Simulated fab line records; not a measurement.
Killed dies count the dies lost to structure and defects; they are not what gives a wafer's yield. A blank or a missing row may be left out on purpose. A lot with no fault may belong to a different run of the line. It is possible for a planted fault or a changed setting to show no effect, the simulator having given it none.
fab line records -- flow n5-finfet -- part 1 of 2: steps 1 to 4 of 6
[record] lots = 24, wafers = 72, last-day = 18
route steps=1938 shown BEOL_M0_SAQP@673 BEOL_M0_CUTY@709 BEOL_M0@717
lots that met no fault: taken from a fault-free run of the same line
start-h: hours from the record's first day to the start of the lot's first wafer shown -- wait-h: hours elapsed since this lot's preceding step -- " the same as in the row above -- L1.1+2: one row covering several wafers at once -- - no value, or no start given -- * or withheld: withheld -- < > ~ a bound
route shown NAME@n: NAME is a module with steps in the file, n the number in the route of the first one -- usual: mean and standard deviation over wafers with no fault -- same: alike in all rows -- chamber/n: place in a boat -- sites: the reading at each site -- _std_site: the values' standard deviation -- _edge_site: inner sites' mean taken away from outer sites' mean -- radius-mm: how far each site lies from the wafer's centre -- mask NAME#n: copy n -- behind: the last tool/chamber to shape the wafer -- hold: reason for holding the lot/hours on hold/outcome of the hold -- device: whichever transistor did not switch (one of n, p or np) -- end of line: tests of these same wafers at the route's end -- a step given without rows: its recipe and nothing more -- killed: not the wafer's yield, but the dies lost to structure and defects at the first sort -- map: a wafer's dies, x killed, . not, _ none there
set.NAME: the setting the step ran with; set.NAME@STEP: the setting that earlier step ran with -- model.NAME: the simulator's own value behind a step, which no gauge read
a sample of lots followed through the steps of the route, with each step as a table and each wafer as a row
services: from which hour (start-h, from the record's first day; less than 0 if before it) a tool's chamber was out of use, for how many hours, and why
[[steps]]
[step N5_BEOL_M0_SAQP_ETCH_107]
[recipe] chemistry = CH3F/O2, target = SiNx, target-depth-a = 300, mask-material = SOC, pressure-mtorr = 30, source-w = 395, bias-w = 73, Ar_flow_sccm = 150, CH3F_flow_sccm = 30, O2_flow_sccm = 20, ion-energy-ev = 120
[usual] drypump-motor-current-A = 5.6/0.44, oes-product-au = 0.79/0.091, rf-vpp-V = 301/13, showerhead-plenum-p-Torr = 2.00/0.063, throttle-valve-pct = 16.43/0.2
lot.wafer,tool,chamber,start-h,wait-h,drypump-motor-current-A,oes-product-au,rf-hours-counter-h,rf-vpp-V,showerhead-plenum-p-Torr,throttle-valve-pct
L074.3,rie-diel-03,2,110.79,0.0,5.3,0.66,234,300,1.98,16.44
L074.4,rie-diel-03,3,110.79,0.0,6.3,0.94,-,294,2.06,16.49
L074.6,rie-diel-03,2,110.79,0.0,5.3,0.67,-,302,1.98,16.44
L075.1,rie-diel-04,2,120.48,0.0,5.7,0.71,212,284,1.91,16.79
L075.3,rie-diel-04,3,120.48,0.0,5.2,0.88,24,289,1.96,16.24
L075.5,rie-diel-04,2,120.48,0.0,5.7,0.72,-,283,1.91,16.80
L076.1,rie-diel-03,2,128.27,0.0,5.3,0.66,239,300,1.98,16.46
L076.4,rie-diel-03,0,128.27,0.0,5.1,0.73,180,318,2.00,16.49
L076.6,rie-diel-03,2,128.27,0.0,5.3,0.67,-,301,1.98,16.45
L077.3,rie-diel-04,1,130.63,0.0,5.2,0.72,188,288,1.99,16.35
L077.4,rie-diel-04,0,130.63,0.0,5.9,0.73,170,288,1.99,16.57
L077.6,rie-diel-04,3,130.63,0.0,5.1,0.89,-,289,1.96,16.24
L078.2,rie-diel-06,1,139.41,0.0,5.7,0.76,160,320,1.98,16.44
L078.3,rie-diel-06,0,139.41,0.0,5.2,0.84,58,294,1.94,16.10
L078.6,rie-diel-06,0,139.41,0.0,5.2,0.83,-,296,1.94,16.12
L079.1,rie-diel-04,2,140.37,0.0,5.7,0.71,218,284,1.91,16.81
L079.4,rie-diel-04,1,140.37,0.0,5.3,0.73,192,289,1.99,16.36
L079.6,rie-diel-04,3,140.37,0.0,5.1,0.89,-,289,1.96,16.23
L080.4,rie-diel-04,1,146.39,0.0,5.2,0.72,194,287,1.99,16.37
L080.5,rie-diel-04,1,146.39,0.0,5.2,0.72,-,290,1.99,16.37
L080.6,rie-diel-04,0,146.39,0.0,5.9,0.73,-,289,1.98,16.59
L081.3,rie-diel-03,2,156.09,0.0,5.3,0.66,248,301,1.98,16.47
L081.5,rie-diel-03,0,156.09,0.0,5.1,0.73,-,318,2.00,16.51
L081.6,rie-diel-03,3,156.09,0.0,6.4,0.92,-,294,2.05,16.50
L082.2,rie-diel-03,1,161.21,0.0,5.3,0.91,11,321,2.14,16.34
L082.4,rie-diel-03,0,161.21,0.0,5.1,0.73,-,318,2.00,16.52
L082.5,rie-diel-03,3,161.21,0.0,6.3,0.92,-,294,2.05,16.52
L083.1,rie-diel-03,0,171.64,0.0,5.1,0.72,193,319,2.00,16.53
L083.4,rie-diel-03,0,171.64,0.0,5.1,0.72,-,320,2.00,16.54
L083.6,rie-diel-03,3,171.64,0.0,6.4,0.90,-,293,2.05,16.54
L084.1,rie-diel-03,0,176.90,0.0,5.1,0.72,195,318,2.00,16.53
L084.4,rie-diel-03,2,176.90,0.0,5.3,0.97,1,300,1.97,15.96
L084.6,rie-diel-03,3,176.90,0.0,6.4,0.90,-,295,2.05,16.51
L085.1,rie-diel-03,1,183.46,0.0,5.4,0.89,20,321,2.13,16.36
L085.2,rie-diel-03,0,183.46,0.0,5.1,0.73,198,319,2.00,16.53
L085.3,rie-diel-03,2,183.46,0.0,5.3,0.95,3,301,1.97,15.96
L086.2,rie-diel-03,2,188.36,0.0,5.3,0.94,4,300,1.97,15.95
L086.3,rie-diel-03,0,188.36,0.0,5.1,0.72,200,318,2.00,16.54
L086.4,rie-diel-03,1,188.36,0.0,5.3,0.91,22,320,2.13,16.38
L087.1,rie-diel-06,0,193.00,0.0,5.2,0.82,73,297,1.93,16.13
L087.3,rie-diel-06,3,193.00,0.0,6.2,0.87,37,303,2.05,16.26
L087.5,rie-diel-06,0,193.00,0.0,5.2,0.82,-,296,1.93,16.13
L088.1,rie-diel-06,3,204.69,0.0,6.2,0.87,42,303,2.05,16.27
L088.4,rie-diel-06,2,204.69,0.0,6.1,0.68,227,292,1.96,16.54
L088.5,rie-diel-06,2,204.69,0.0,6.1,0.68,-,292,1.96,16.54
L089.1,rie-diel-06,1,205.61,0.0,5.7,0.74,182,320,1.97,16.50
L089.5,rie-diel-06,0,205.61,0.0,5.2,0.80,-,295,1.93,16.14
L089.6,rie-diel-06,3,205.61,0.0,6.2,0.86,-,303,2.05,16.27
L090.1,rie-diel-03,2,209.63,0.0,5.3,0.91,13,299,1.97,15.99
L090.3,rie-diel-03,3,209.63,0.0,6.3,0.89,60,294,2.05,16.57
L090.6,rie-diel-03,0,209.63,0.0,5.1,0.71,-,316,1.99,16.54
L091.1,rie-diel-04,3,212.44,0.0,5.2,0.84,47,288,1.95,16.27
L091.2,rie-diel-04,2,212.44,0.0,5.7,0.69,235,284,1.90,16.84
L091.4,rie-diel-04,1,212.44,0.0,5.3,0.70,210,287,1.98,16.41
L092.1,rie-diel-03,3,218.65,0.0,6.4,0.88,63,294,2.04,16.57
L092.2,rie-diel-03,0,218.65,0.0,5.1,0.71,210,318,1.99,16.57
L092.3,rie-diel-03,2,218.65,0.0,5.3,0.90,16,299,1.97,15.99
L093.1,rie-diel-06,0,227.20,0.0,5.2,0.78,86,295,1.93,16.15
L093.3,rie-diel-06,1,227.20,0.0,5.7,0.73,188,319,1.97,16.49
L093.4,rie-diel-06,2,227.20,0.0,6.1,0.68,233,291,1.96,16.55
L094.3,rie-diel-04,2,232.41,0.0,5.7,0.68,241,283,1.90,16.84
L094.4,rie-diel-04,3,232.41,0.0,5.2,0.84,53,289,1.95,16.30
L094.6,rie-diel-04,3,232.41,0.0,5.2,0.85,-,290,1.95,16.28
L095.2,rie-diel-06,0,236.42,0.0,5.2,0.79,89,294,1.93,16.17
L095.5,rie-diel-06,2,236.42,0.0,6.1,0.68,-,290,1.96,16.57
L095.6,rie-diel-06,3,236.42,0.0,6.2,0.85,-,302,2.05,16.29
L096.3,rie-diel-06,3,244.80,0.0,6.2,0.84,55,303,2.05,16.30
L096.5,rie-diel-06,1,244.80,0.0,5.7,0.73,-,318,1.97,16.54
L096.6,rie-diel-06,0,244.80,0.0,5.2,0.78,-,296,1.92,16.16
L097.2,rie-diel-04,2,253.70,0.0,5.7,0.68,250,282,1.90,16.86
L097.3,rie-diel-04,0,253.70,0.0,5.9,0.70,207,287,1.97,16.64
L097.5,rie-diel-04,2,253.70,0.0,5.7,0.68,-,283,1.90,16.87
[step N5_BEOL_M0_SAQP_MANDREL2_REMOVE_110]
[recipe] chemistry = HBr/Cl2/O2, bt-time-s = 10, target = a-Si, stop-on = SiCN, endpoint = OES-SiCl, over-etch-frac = 1, icp-w = 600, bias-w = 30, HBr_flow_sccm = 150, Cl2_flow_sccm = 80, O2_flow_sccm = 5, pressure-mtorr = 10
[usual] drypump-motor-current-A = 5.8/0.49, oes-product-au = 0.995/0.014, throttle-valve-pct = 36.9/0.59
lot.wafer,tool,chamber,start-h,wait-h,drypump-motor-current-A,oes-product-au,rf-hours-counter-h,throttle-valve-pct
L074.3,rie-si-04,1,111.68,0.1,6.1,0.990,72,37.2
L074.4,rie-si-04,3,111.68,0.1,5.5,0.990,92,36.2
L074.6,rie-si-04,2,111.68,0.1,5.4,0.995,-,37.8
L075.1,rie-si-03,1,121.36,0.1,5.8,0.985,141,36.2
L075.3,rie-si-03,0,121.36,0.1,6.4,0.995,42,36.8
L075.5,rie-si-03,0,121.36,0.1,6.3,1.006,-,36.8
L076.1,rie-si-03,0,129.16,0.1,6.4,0.999,43,36.9
L076.4,rie-si-03,3,129.16,0.1,5.0,0.978,4,36.0
L076.6,rie-si-03,0,129.16,0.1,6.4,1.002,-,36.8
L077.3,rie-si-02,2,131.66,0.1,6.0,0.991,56,36.5
L077.4,rie-si-02,1,131.66,0.1,5.3,1.027,-,37.1
L077.6,rie-si-02,2,131.66,0.1,6.0,0.999,-,36.5
L078.2,rie-si-02,1,140.29,0.1,5.3,1.020,36,37.1
L078.3,rie-si-02,3,140.29,0.1,6.6,0.973,122,37.3
L078.6,rie-si-02,1,140.29,0.1,5.3,1.021,-,37.1
L079.1,rie-si-03,1,141.32,0.1,5.8,0.984,142,36.2
L079.4,rie-si-03,2,141.32,0.1,6.1,0.993,83,37.8
L079.6,rie-si-03,3,141.32,0.1,5.0,0.984,-,36.0
L080.4,rie-si-04,0,147.27,0.1,6.4,0.982,167,36.6
L080.5,rie-si-04,1,147.27,0.1,6.1,0.980,-,37.2
L080.6,rie-si-04,2,147.27,0.1,5.4,0.974,-,37.9
L081.3,rie-si-02,0,158.90,0.1,5.5,1.006,31,36.7
L081.5,rie-si-02,1,158.90,0.1,5.3,1.029,-,37.1
L081.6,rie-si-02,2,158.90,0.1,6.0,0.988,-,36.5
L082.2,rie-si-04,1,162.97,0.1,6.1,1.008,73,37.2
L082.4,rie-si-04,0,162.97,0.1,6.3,0.995,168,36.6
L082.5,rie-si-04,2,162.97,0.1,5.4,0.991,-,37.8
L083.1,rie-si-02,0,172.57,0.1,5.5,1.004,32,36.7
L083.4,rie-si-02,3,172.57,0.1,6.6,0.983,122,37.3
L083.6,rie-si-02,3,172.57,0.1,6.6,0.970,-,37.3
L084.1,rie-si-03,0,177.78,0.1,6.4,1.005,43,36.8
L084.4,rie-si-03,3,177.78,0.1,5.0,0.977,5,36.0
L084.6,rie-si-03,3,177.78,0.1,5.0,0.981,-,36.0
L085.1,rie-si-02,0,184.50,0.1,5.5,1.012,32,36.7
L085.2,rie-si-02,3,184.50,0.1,6.6,0.973,123,37.3
L085.3,rie-si-02,2,184.50,0.1,6.0,0.994,57,36.5
L086.2,rie-si-03,0,189.24,0.1,6.4,0.996,44,36.8
L086.3,rie-si-03,3,189.24,0.1,5.0,0.978,5,36.0
L086.4,rie-si-03,2,189.24,0.1,6.2,1.003,84,37.8
L087.1,rie-si-04,2,194.02,0.1,5.4,0.991,39,37.8
L087.3,rie-si-04,3,194.02,0.1,5.5,0.989,93,36.2
L087.5,rie-si-04,3,194.02,0.1,5.5,0.997,-,36.2
L088.1,rie-si-02,2,205.57,0.1,6.0,0.996,57,36.5
L088.4,rie-si-02,3,205.57,0.1,6.5,0.974,123,37.3
L088.5,rie-si-02,0,205.57,0.1,5.5,1.006,-,36.7
L089.1,rie-si-04,3,206.49,0.1,5.5,0.993,93,36.2
L089.5,rie-si-04,0,206.49,0.1,6.4,0.991,-,36.6
L089.6,rie-si-04,1,206.49,0.1,6.1,1.004,-,37.1
L090.1,rie-si-03,2,210.75,0.1,6.1,0.994,84,37.8
L090.3,rie-si-03,3,210.75,0.1,5.0,0.990,6,36.0
L090.6,rie-si-03,1,210.75,0.1,5.8,0.993,-,36.2
L091.1,rie-si-03,2,213.32,0.1,6.2,1.005,84,37.8
L091.2,rie-si-03,3,213.32,0.1,5.0,0.981,6,36.0
L091.4,rie-si-03,3,213.32,0.1,4.9,0.983,-,36.0
L092.1,rie-si-04,1,219.53,0.1,6.1,1.011,74,37.1
L092.2,rie-si-04,2,219.53,0.1,5.4,0.979,40,37.8
L092.3,rie-si-04,0,219.53,0.1,6.4,0.988,169,36.6
L093.1,rie-si-03,3,228.76,0.1,5.0,0.986,6,36.0
L093.3,rie-si-03,0,228.76,0.1,6.4,0.998,44,36.8
L093.4,rie-si-03,2,228.76,0.1,6.1,1.004,84,37.8
L094.3,rie-si-02,2,233.29,0.1,6.0,0.997,57,36.5
L094.4,rie-si-02,0,233.29,0.1,5.5,1.007,33,36.7
L094.6,rie-si-02,1,233.29,0.1,5.3,1.034,-,37.1
L095.2,rie-si-04,0,237.30,0.1,6.4,0.981,169,36.6
L095.5,rie-si-04,3,237.30,0.1,5.5,0.991,-,36.2
L095.6,rie-si-04,2,237.30,0.1,5.4,0.982,-,37.9
L096.3,rie-si-02,0,245.69,0.1,5.5,0.994,33,36.7
L096.5,rie-si-02,2,245.69,0.1,6.0,0.986,-,36.5
L096.6,rie-si-02,0,245.69,0.1,5.5,1.005,-,36.7
L097.2,rie-si-02,2,254.74,0.1,6.0,0.994,58,36.5
L097.3,rie-si-02,3,254.74,0.1,6.6,0.980,124,37.3
L097.5,rie-si-02,2,254.74,0.1,6.0,0.990,-,36.5
[step N5_BEOL_M0_CUTY_OVL_MEAS_58]
[recipe] points-per-wafer = 44
[usual] M0_ABLK_OVL = -0.1/0.91
lot.wafer,tool,chamber,start-h,wait-h,M0_ABLK_OVL[nm]
L074.3,overlay-02,0,114.82,0.0,0.7
L074.4,overlay-02,0,114.82,0.0,0.3
L074.6,overlay-02,0,114.82,0.0,0.5
L075.1,overlay-01,0,123.36,0.0,0.4
L075.3,overlay-01,0,123.36,0.0,-1.0
L075.5,overlay-01,0,123.36,0.0,0.3
L076.1,overlay-01,0,130.98,0.0,-0.7
L076.4,overlay-01,0,130.98,0.0,0.3
L076.6,overlay-01,0,130.98,0.0,1.4
L077.3,overlay-01,0,133.76,0.0,0.3
L077.4,overlay-01,0,133.76,0.0,0.4
L077.6,overlay-01,0,133.76,0.0,0.4
L078.2,overlay-01,0,142.29,0.0,1.1
L078.3,overlay-01,0,142.29,0.0,1.3
L078.6,overlay-01,0,142.29,0.0,0.3
L079.1,overlay-02,0,143.24,0.0,-0.2
L079.4,overlay-02,0,143.24,0.0,-1.1
L079.6,overlay-02,0,143.24,0.0,-1.8
L080.4,overlay-01,0,149.26,0.0,0.2
L080.5,overlay-01,0,149.26,0.0,0.3
L080.6,overlay-01,0,149.26,0.0,-0.6
L081.3,overlay-01,0,160.91,0.0,0.2
L081.5,overlay-01,0,160.91,0.0,0.2
L081.6,overlay-01,0,160.91,0.0,1.4
L082.2,overlay-02,0,165.09,0.0,-0.5
L082.4,overlay-02,0,165.09,0.0,0.0
L082.5,overlay-02,0,165.09,0.0,0.4
L083.1,overlay-01,0,174.56,0.0,-1.4
L083.4,overlay-01,0,174.56,0.0,0.3
L083.6,overlay-01,0,174.56,0.0,1.4
L084.1,overlay-02,0,181.62,0.0,-1.1
L084.4,overlay-02,0,181.62,0.0,-2.4
L084.6,overlay-02,0,181.62,0.0,-2.4
L085.1,overlay-02,0,186.66,0.0,1.3
L085.2,overlay-02,0,186.66,0.0,0.4
L085.3,overlay-02,0,186.66,0.0,1.7
L086.2,overlay-02,0,191.11,0.0,-0.5
L086.3,overlay-02,0,191.11,0.0,0.3
L086.4,overlay-02,0,191.11,0.0,-0.1
L087.1,overlay-01,0,196.27,0.0,0.5
L087.3,overlay-01,0,196.27,0.0,0.9
L087.5,overlay-01,0,196.27,0.0,0.7
L088.1,overlay-02,0,207.52,0.0,-0.4
L088.4,overlay-02,0,207.52,0.0,-1.1
L088.5,overlay-02,0,207.52,0.0,-1.7
L089.1,overlay-02,0,208.56,0.0,-0.7
L089.5,overlay-02,0,208.56,0.0,-0.3
L089.6,overlay-02,0,208.56,0.0,-1.5
L090.1,overlay-01,0,212.63,0.0,0.1
L090.3,overlay-01,0,212.63,0.0,0.0
L090.6,overlay-01,0,212.63,0.0,-0.1
L091.1,overlay-02,0,215.19,0.0,-0.3
L091.2,overlay-02,0,215.19,0.0,0.2
L091.4,overlay-02,0,215.19,0.0,0.1
L092.1,overlay-01,0,221.54,0.0,-0.7
L092.2,overlay-01,0,221.54,0.0,0.5
L092.3,overlay-01,0,221.54,0.0,-0.4
L093.1,overlay-01,0,230.67,0.0,-0.5
L093.3,overlay-01,0,230.67,0.0,-0.6
L093.4,overlay-01,0,230.67,0.0,-0.9
L094.3,overlay-02,0,235.31,0.0,-0.3
L094.4,overlay-02,0,235.31,0.0,-2.0
L094.6,overlay-02,0,235.31,0.0,-2.0
L095.2,overlay-02,0,239.30,0.0,-0.9
L095.5,overlay-02,0,239.30,0.0,1.1
L095.6,overlay-02,0,239.30,0.0,-1.2
L096.3,overlay-02,0,248.17,0.0,0.1
L096.5,overlay-02,0,248.17,0.0,0.2
L096.6,overlay-02,0,248.17,0.0,-0.9
L097.2,overlay-01,0,256.74,0.0,-0.9
L097.3,overlay-01,0,256.74,0.0,-0.5
L097.5,overlay-01,0,256.74,0.0,0.0
[step N5_BEOL_M0_STRIP_140]
[recipe] chemistry = CF4, resist = SiARC, power-w = 300, bias-power-w = 75, pressure-mtorr = 50, cf4-flow-sccm = 150, rf-frequency-hz = 6e+07
[usual] drypump-motor-current-A = 5.8/0.48, oes-product-au = 0.75/0.076, rf-vpp-V = 271.0/1.7, showerhead-plenum-p-Torr = 1.79/0.052, throttle-valve-pct = 13.70/0.27
lot.wafer,tool,chamber,start-h,wait-h,drypump-motor-current-A,oes-product-au,rf-hours-counter-h,rf-vpp-V,showerhead-plenum-p-Torr,throttle-valve-pct
L074.3,rie-diel-02,2,115.97,0.1,5.7,0.82,76,271.6,1.83,13.64
L074.4,rie-diel-02,1,115.97,0.1,5.8,0.76,117,270.6,1.71,13.41
L074.6,rie-diel-02,3,115.97,0.1,5.9,0.95,-,271.9,1.77,13.48
L075.1,rie-diel-05,0,127.97,0.3,6.4,0.77,144,269.6,1.76,13.76
L075.3,rie-diel-05,1,127.97,0.3,4.8,0.70,188,271.5,1.84,13.89
L075.5,rie-diel-05,3,127.97,0.3,5.7,0.69,-,271.0,1.86,13.67
L076.1,rie-diel-01,0,131.56,0.1,6.3,0.69,222,269.0,1.70,13.97
L076.4,rie-diel-01,1,131.56,0.1,6.5,0.69,240,272.1,1.82,13.46
L076.6,rie-diel-01,0,131.56,0.1,6.3,0.70,-,268.8,1.70,13.96
L077.3,rie-diel-02,3,136.29,0.1,5.9,0.93,14,270.6,1.77,13.50
L077.4,rie-diel-02,2,136.29,0.1,5.8,0.81,83,270.3,1.83,13.64
L077.6,rie-diel-02,0,136.29,0.1,5.3,0.73,-,270.9,1.80,13.91
L078.2,rie-diel-01,3,145.29,0.3,5.8,0.75,160,270.9,1.78,13.56
L078.3,rie-diel-01,0,145.29,0.3,6.3,0.69,228,270.8,1.70,13.99
L078.6,rie-diel-01,3,145.29,0.3,5.7,0.76,-,269.9,1.78,13.57
L079.1,rie-diel-02,2,145.32,0.2,5.7,0.81,87,270.7,1.82,13.66
L079.4,rie-diel-02,0,145.32,0.2,5.3,0.73,179,271.7,1.80,13.93
L079.6,rie-diel-02,3,145.32,0.2,5.9,0.92,-,270.5,1.77,13.52
L080.4,rie-diel-02,1,152.03,0.1,5.8,0.75,129,267.6,1.71,13.48
L080.5,rie-diel-02,0,152.03,0.1,5.3,0.73,-,271.7,1.80,13.94
L080.6,rie-diel-02,1,152.03,0.1,5.9,0.74,-,269.6,1.71,13.46
L081.3,rie-diel-05,3,162.17,0.3,5.6,0.70,222,272.0,1.85,13.70
L081.5,rie-diel-05,1,162.17,0.3,4.8,0.68,-,271.7,1.83,13.92
L081.6,rie-diel-05,0,162.17,0.3,6.4,0.76,-,270.1,1.76,13.80
L082.2,rie-diel-01,2,167.83,0.4,5.7,0.75,170,271.0,1.86,13.93
L082.4,rie-diel-01,1,167.83,0.4,6.5,0.68,247,272.7,1.82,13.46
L082.5,rie-diel-01,0,167.83,0.4,6.3,0.68,-,268.8,1.70,13.99
L083.1,rie-diel-05,1,175.38,0.2,4.8,0.69,206,272.3,1.83,13.93
L083.4,rie-diel-05,0,175.38,0.2,6.4,0.75,163,268.1,1.75,13.84
L083.6,rie-diel-05,3,175.38,0.2,5.6,0.69,-,272.1,1.85,13.70
L084.1,rie-diel-05,1,185.49,0.3,4.7,0.68,209,269.5,1.83,13.95
L084.4,rie-diel-05,0,185.49,0.3,6.4,0.76,165,269.5,1.75,13.80
L084.6,rie-diel-05,1,185.49,0.3,4.8,0.68,-,271.4,1.83,13.91
L085.1,rie-diel-05,0,188.23,0.5,6.4,0.75,167,266.7,1.75,13.83
L085.2,rie-diel-05,3,188.23,0.5,5.6,0.68,230,273.4,1.85,13.71
L085.3,rie-diel-05,2,188.23,0.5,5.8,0.70,207,272.3,1.77,13.67
L086.2,rie-diel-01,3,193.21,0.2,5.8,0.74,179,273.3,1.77,13.60
L086.3,rie-diel-01,2,193.21,0.2,5.7,0.76,181,271.4,1.86,13.96
L086.4,rie-diel-01,3,193.21,0.2,5.7,0.74,-,271.2,1.77,13.58
L087.1,rie-diel-05,0,199.03,0.2,6.4,0.74,171,270.4,1.75,13.82
L087.3,rie-diel-05,3,199.03,0.2,5.7,0.68,234,273.9,1.85,13.72
L087.5,rie-diel-05,1,199.03,0.2,4.7,0.68,-,273.2,1.83,13.93
L088.1,rie-diel-05,1,208.43,0.3,4.8,0.68,217,271.4,1.83,13.97
L088.4,rie-diel-05,1,208.43,0.3,4.8,0.69,-,272.5,1.83,13.94
L088.5,rie-diel-05,1,208.43,0.3,4.8,0.68,-,270.6,1.83,13.94
L089.1,rie-diel-02,1,209.88,0.2,5.8,0.73,149,268.8,1.71,13.49
L089.5,rie-diel-02,1,209.88,0.2,5.8,0.74,-,265.9,1.71,13.48
L089.6,rie-diel-02,3,209.88,0.2,5.9,0.87,-,271.3,1.76,13.58
L090.1,rie-diel-01,1,214.92,0.3,6.6,0.89,9,273.6,1.82,12.92
L090.3,rie-diel-01,1,214.92,0.3,6.5,0.91,-,270.2,1.82,12.93
L090.6,rie-diel-01,1,214.92,0.3,6.5,0.90,-,271.5,1.82,12.93
L091.1,rie-diel-02,3,217.14,0.1,5.9,0.86,44,270.5,1.76,13.58
L091.2,rie-diel-02,0,217.14,0.1,5.3,0.72,206,271.2,1.79,14.00
L091.4,rie-diel-02,1,217.14,0.1,5.8,0.73,-,267.8,1.71,13.51
L092.1,rie-diel-01,0,224.01,0.1,6.3,0.96,2,273.8,1.90,13.48
L092.2,rie-diel-01,2,224.01,0.1,5.7,0.73,197,273.9,1.85,14.01
L092.3,rie-diel-01,3,224.01,0.1,5.7,0.73,188,270.3,1.77,13.61
L093.1,rie-diel-05,2,231.84,0.1,5.9,0.70,220,269.8,1.76,13.73
L093.3,rie-diel-05,3,231.84,0.1,5.6,0.68,247,272.7,1.85,13.76
L093.4,rie-diel-05,0,231.84,0.1,6.4,0.73,179,267.9,1.75,13.86
L094.3,rie-diel-01,0,239.90,0.1,6.2,0.95,8,273.2,1.90,13.50
L094.4,rie-diel-01,2,239.90,0.1,5.7,0.73,202,273.7,1.85,14.03
L094.6,rie-diel-01,2,239.90,0.1,5.7,0.73,-,271.9,1.85,14.01
L095.2,rie-diel-01,0,239.98,0.1,6.2,0.95,8,275.1,1.90,13.51
L095.5,rie-diel-01,2,239.98,0.1,5.7,0.74,-,273.6,1.85,14.01
L095.6,rie-diel-01,1,239.98,0.1,6.5,0.87,-,274.1,1.81,12.96
L096.3,rie-diel-02,2,248.95,0.1,5.7,0.78,112,269.8,1.82,13.70
L096.5,rie-diel-02,1,248.95,0.1,5.8,0.72,-,270.4,1.70,13.55
L096.6,rie-diel-02,2,248.95,0.1,5.7,0.78,-,272.4,1.82,13.70
L097.2,rie-diel-02,1,258.95,0.2,5.9,0.71,172,270.5,1.70,13.58
L097.3,rie-diel-02,0,258.95,0.2,5.3,0.70,221,269.8,1.79,14.03
L097.5,rie-diel-02,0,258.95,0.2,5.3,0.70,-,271.5,1.79,14.03
